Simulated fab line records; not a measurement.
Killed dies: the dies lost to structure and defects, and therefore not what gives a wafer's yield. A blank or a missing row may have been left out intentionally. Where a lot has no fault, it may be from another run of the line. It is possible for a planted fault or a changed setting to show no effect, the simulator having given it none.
Split-lot experiment / flow n5 finfet / 7 lots, 39 wafers read, on a route of 1938 steps

## SPLIT DETAILS
At N5_HKMG_FIN_NWFM_ALD_20 (deposits TiAlC, target thk 2 nm, pulse time 3 s, purge time 2 s), the setting ald cycles was moved away from the recipe's 7 on 12 of the 39 wafers read, by -14.3% to +14.3%. This setting was run at the recipe's value on the other wafers.

The reading is taken at the split's own step.

## THE READING
TiAlC_of_HKMG_FIN_NWFM_ALD_20.thk nm (the simulator's own value, which no gauge read), in nm, at N5_HKMG_FIN_NWFM_ALD_20 (deposits TiAlC, target thk 2 nm, pulse time 3 s, purge time 2 s). The file gives no usual value for it.

wafer=L074.1; tool, chamber at the split=ald metal-04, 0,1; ald cycles as run=6; against the recipe=-14.3%; TiAlC_of_HKMG_FIN_NWFM_ALD_20.thk nm, nm=1.8; against lot-mates on the recipe=-0.2
wafer=L074.6; tool, chamber at the split=ald metal-04, 0,1; ald cycles as run=6; against the recipe=-14.3%; TiAlC_of_HKMG_FIN_NWFM_ALD_20.thk nm, nm=1.8; against lot-mates on the recipe=-0.2
wafer=L074.2; tool, chamber at the split=ald metal-04, 3,2,1; ald cycles as run=7; against the recipe=recipe; TiAlC_of_HKMG_FIN_NWFM_ALD_20.thk nm, nm=2; against lot-mates on the recipe=-
wafer=L074.3; tool, chamber at the split=ald metal-04, 3,2,1; ald cycles as run=7; against the recipe=recipe; TiAlC_of_HKMG_FIN_NWFM_ALD_20.thk nm, nm=2; against lot-mates on the recipe=-
wafer=L074.4; tool, chamber at the split=ald metal-04, 3,2,1; ald cycles as run=7; against the recipe=recipe; TiAlC_of_HKMG_FIN_NWFM_ALD_20.thk nm, nm=2; against lot-mates on the recipe=-
wafer=L074.5; tool, chamber at the split=ald metal-04, 2; ald cycles as run=6; against the recipe=-14.3%; TiAlC_of_HKMG_FIN_NWFM_ALD_20.thk nm, nm=1.6; against lot-mates on the recipe=-0.4
wafer=L078.1; tool, chamber at the split=ald metal-02, 2,1,3; ald cycles as run=7; against the recipe=recipe; TiAlC_of_HKMG_FIN_NWFM_ALD_20.thk nm, nm=2; against lot-mates on the recipe=-
wafer=L078.4; tool, chamber at the split=ald metal-02, 2,1,3; ald cycles as run=7; against the recipe=recipe; TiAlC_of_HKMG_FIN_NWFM_ALD_20.thk nm, nm=2; against lot-mates on the recipe=-
wafer=L078.6; tool, chamber at the split=ald metal-02, 2,1,3; ald cycles as run=7; against the recipe=recipe; TiAlC_of_HKMG_FIN_NWFM_ALD_20.thk nm, nm=2; against lot-mates on the recipe=-
wafer=L078.2; tool, chamber at the split=ald metal-02, 3,0,2; ald cycles as run=6; against the recipe=-14.3%; TiAlC_of_HKMG_FIN_NWFM_ALD_20.thk nm, nm=1.8; against lot-mates on the recipe=-0.2
wafer=L078.3; tool, chamber at the split=ald metal-02, 3,0,2; ald cycles as run=6; against the recipe=-14.3%; TiAlC_of_HKMG_FIN_NWFM_ALD_20.thk nm, nm=1.8; against lot-mates on the recipe=-0.2
wafer=L078.5; tool, chamber at the split=ald metal-02, 3,0,2; ald cycles as run=6; against the recipe=-14.3%; TiAlC_of_HKMG_FIN_NWFM_ALD_20.thk nm, nm=1.8; against lot-mates on the recipe=-0.2
wafer=L083.1; tool, chamber at the split=ald metal-02, 1,3,2; ald cycles as run=7; against the recipe=recipe; TiAlC_of_HKMG_FIN_NWFM_ALD_20.thk nm, nm=2; against lot-mates on the recipe=-
wafer=L083.2; tool, chamber at the split=ald metal-02, 1,3,2; ald cycles as run=7; against the recipe=recipe; TiAlC_of_HKMG_FIN_NWFM_ALD_20.thk nm, nm=2; against lot-mates on the recipe=-
wafer=L083.4; tool, chamber at the split=ald metal-02, 1,3,2; ald cycles as run=7; against the recipe=recipe; TiAlC_of_HKMG_FIN_NWFM_ALD_20.thk nm, nm=2; against lot-mates on the recipe=-
wafer=L084.1; tool, chamber at the split=ald metal-02, 0,1,2,3,2,3; ald cycles as run=7; against the recipe=recipe; TiAlC_of_HKMG_FIN_NWFM_ALD_20.thk nm, nm=2; against lot-mates on the recipe=-
wafer=L084.2; tool, chamber at the split=ald metal-02, 0,1,2,3,2,3; ald cycles as run=7; against the recipe=recipe; TiAlC_of_HKMG_FIN_NWFM_ALD_20.thk nm, nm=2; against lot-mates on the recipe=-
wafer=L084.3; tool, chamber at the split=ald metal-02, 0,1,2,3,2,3; ald cycles as run=7; against the recipe=recipe; TiAlC_of_HKMG_FIN_NWFM_ALD_20.thk nm, nm=2; against lot-mates on the recipe=-
wafer=L084.4; tool, chamber at the split=ald metal-02, 0,1,2,3,2,3; ald cycles as run=7; against the recipe=recipe; TiAlC_of_HKMG_FIN_NWFM_ALD_20.thk nm, nm=2; against lot-mates on the recipe=-
wafer=L084.5; tool, chamber at the split=ald metal-02, 0,1,2,3,2,3; ald cycles as run=7; against the recipe=recipe; TiAlC_of_HKMG_FIN_NWFM_ALD_20.thk nm, nm=2; against lot-mates on the recipe=-
wafer=L084.6; tool, chamber at the split=ald metal-02, 0,1,2,3,2,3; ald cycles as run=7; against the recipe=recipe; TiAlC_of_HKMG_FIN_NWFM_ALD_20.thk nm, nm=2; against lot-mates on the recipe=-
wafer=L087.1; tool, chamber at the split=ald metal-02, 0; ald cycles as run=6; against the recipe=-14.3%; TiAlC_of_HKMG_FIN_NWFM_ALD_20.thk nm, nm=1.6; against lot-mates on the recipe=-0.4
wafer=L087.2; tool, chamber at the split=ald metal-02, 2,3,1; ald cycles as run=7; against the recipe=recipe; TiAlC_of_HKMG_FIN_NWFM_ALD_20.thk nm, nm=2; against lot-mates on the recipe=-
wafer=L087.4; tool, chamber at the split=ald metal-02, 2,3,1; ald cycles as run=7; against the recipe=recipe; TiAlC_of_HKMG_FIN_NWFM_ALD_20.thk nm, nm=2; against lot-mates on the recipe=-
wafer=L087.6; tool, chamber at the split=ald metal-02, 2,3,1; ald cycles as run=7; against the recipe=recipe; TiAlC_of_HKMG_FIN_NWFM_ALD_20.thk nm, nm=2; against lot-mates on the recipe=-
wafer=L087.3; tool, chamber at the split=ald metal-02, 1,2; ald cycles as run=6; against the recipe=-14.3%; TiAlC_of_HKMG_FIN_NWFM_ALD_20.thk nm, nm=1.8; against lot-mates on the recipe=-0.2
wafer=L087.5; tool, chamber at the split=ald metal-02, 1,2; ald cycles as run=6; against the recipe=-14.3%; TiAlC_of_HKMG_FIN_NWFM_ALD_20.thk nm, nm=1.8; against lot-mates on the recipe=-0.2
wafer=L089.1; tool, chamber at the split=ald metal-04, 2,0,2; ald cycles as run=7; against the recipe=recipe; TiAlC_of_HKMG_FIN_NWFM_ALD_20.thk nm, nm=2; against lot-mates on the recipe=-
wafer=L089.2; tool, chamber at the split=ald metal-04, 2,0,2; ald cycles as run=7; against the recipe=recipe; TiAlC_of_HKMG_FIN_NWFM_ALD_20.thk nm, nm=2; against lot-mates on the recipe=-
wafer=L089.5; tool, chamber at the split=ald metal-04, 2,0,2; ald cycles as run=7; against the recipe=recipe; TiAlC_of_HKMG_FIN_NWFM_ALD_20.thk nm, nm=2; against lot-mates on the recipe=-
wafer=L089.3; tool, chamber at the split=ald metal-04, 1,3,3; ald cycles as run=8; against the recipe=+14.3%; TiAlC_of_HKMG_FIN_NWFM_ALD_20.thk nm, nm=2.2; against lot-mates on the recipe=+0.2
wafer=L089.4; tool, chamber at the split=ald metal-04, 1,3,3; ald cycles as run=8; against the recipe=+14.3%; TiAlC_of_HKMG_FIN_NWFM_ALD_20.thk nm, nm=2.2; against lot-mates on the recipe=+0.2
wafer=L089.6; tool, chamber at the split=ald metal-04, 1,3,3; ald cycles as run=8; against the recipe=+14.3%; TiAlC_of_HKMG_FIN_NWFM_ALD_20.thk nm, nm=2.2; against lot-mates on the recipe=+0.2
wafer=L094.1; tool, chamber at the split=ald metal-04, 2,1,0,3,1,2; ald cycles as run=7; against the recipe=recipe; TiAlC_of_HKMG_FIN_NWFM_ALD_20.thk nm, nm=2; against lot-mates on the recipe=-
wafer=L094.2; tool, chamber at the split=ald metal-04, 2,1,0,3,1,2; ald cycles as run=7; against the recipe=recipe; TiAlC_of_HKMG_FIN_NWFM_ALD_20.thk nm, nm=2; against lot-mates on the recipe=-
wafer=L094.3; tool, chamber at the split=ald metal-04, 2,1,0,3,1,2; ald cycles as run=7; against the recipe=recipe; TiAlC_of_HKMG_FIN_NWFM_ALD_20.thk nm, nm=2; against lot-mates on the recipe=-
wafer=L094.4; tool, chamber at the split=ald metal-04, 2,1,0,3,1,2; ald cycles as run=7; against the recipe=recipe; TiAlC_of_HKMG_FIN_NWFM_ALD_20.thk nm, nm=2; against lot-mates on the recipe=-
wafer=L094.5; tool, chamber at the split=ald metal-04, 2,1,0,3,1,2; ald cycles as run=7; against the recipe=recipe; TiAlC_of_HKMG_FIN_NWFM_ALD_20.thk nm, nm=2; against lot-mates on the recipe=-
wafer=L094.6; tool, chamber at the split=ald metal-04, 2,1,0,3,1,2; ald cycles as run=7; against the recipe=recipe; TiAlC_of_HKMG_FIN_NWFM_ALD_20.thk nm, nm=2; against lot-mates on the recipe=-
When a row names more than one chamber, that row covers several wafers, and the file does not tell which wafer ran in which chamber.

THE FIT
A straight line over all 39 wafers: TiAlC_of_HKMG_FIN_NWFM_ALD_20.thk nm changes by +0.0161 nm for each +1% of ald cycles; r = +0.95; the points scatter about the line by 0.042 nm.
The same after taking each lot's own level away (the mean of its wafers on the recipe; 39 wafers): +0.0161 nm for each +1%; r = +0.95; scatter 0.042 nm.
Per that fit: largest ald cycles move, reading shift of 0.23 nm.
The lots' own levels span 2.00 to 2.00 nm.
Consequently the slope shifts little with the lot-to-lot level, the two slopes agreeing.
Check: with one of the wafers moved furthest among these (-14.3%) left out of the fit, the line predicts -0.24 nm for it against its lot-mates. Against them it came out at -0.2 nm.

## ADDITIONAL SPLITS CARRIED BY THESE WAFERS
Other splits were also applied to these wafers ahead of the reading. Each is held against what the fit with the lots' levels taken away leaves over:
other split on the same wafers=N5_DUMMY_GATE_CVD_03 temp c; wafers away from the commonest value=33; r with TiAlC_of_HKMG_FIN_NWFM_ALD_20.thk nm (lot level and that fit taken away)=+0.00
other split on the same wafers=N5_DUMMY_GATE_EXPOSE_12 dose mj; wafers away from the commonest value=15; r with TiAlC_of_HKMG_FIN_NWFM_ALD_20.thk nm (lot level and that fit taken away)=+0.12
other split on the same wafers=N5_DUMMY_GATE_ETCH_31 target depth a; wafers away from the commonest value=12; r with TiAlC_of_HKMG_FIN_NWFM_ALD_20.thk nm (lot level and that fit taken away)=-0.02
other split on the same wafers=N5_SD_EPI_N_ETCH_35 time s; wafers away from the commonest value=15; r with TiAlC_of_HKMG_FIN_NWFM_ALD_20.thk nm (lot level and that fit taken away)=+0.14
other split on the same wafers=N5_HKMG_FIN_ETCH_32 target depth a; wafers away from the commonest value=15; r with TiAlC_of_HKMG_FIN_NWFM_ALD_20.thk nm (lot level and that fit taken away)=+0.05

## THE FILE'S OWN FIT
TiAlC_of_HKMG_FIN_NWFM_ALD_20.thk nm changes by +0.0163 nm for each +1% of ald cycles, r = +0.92.
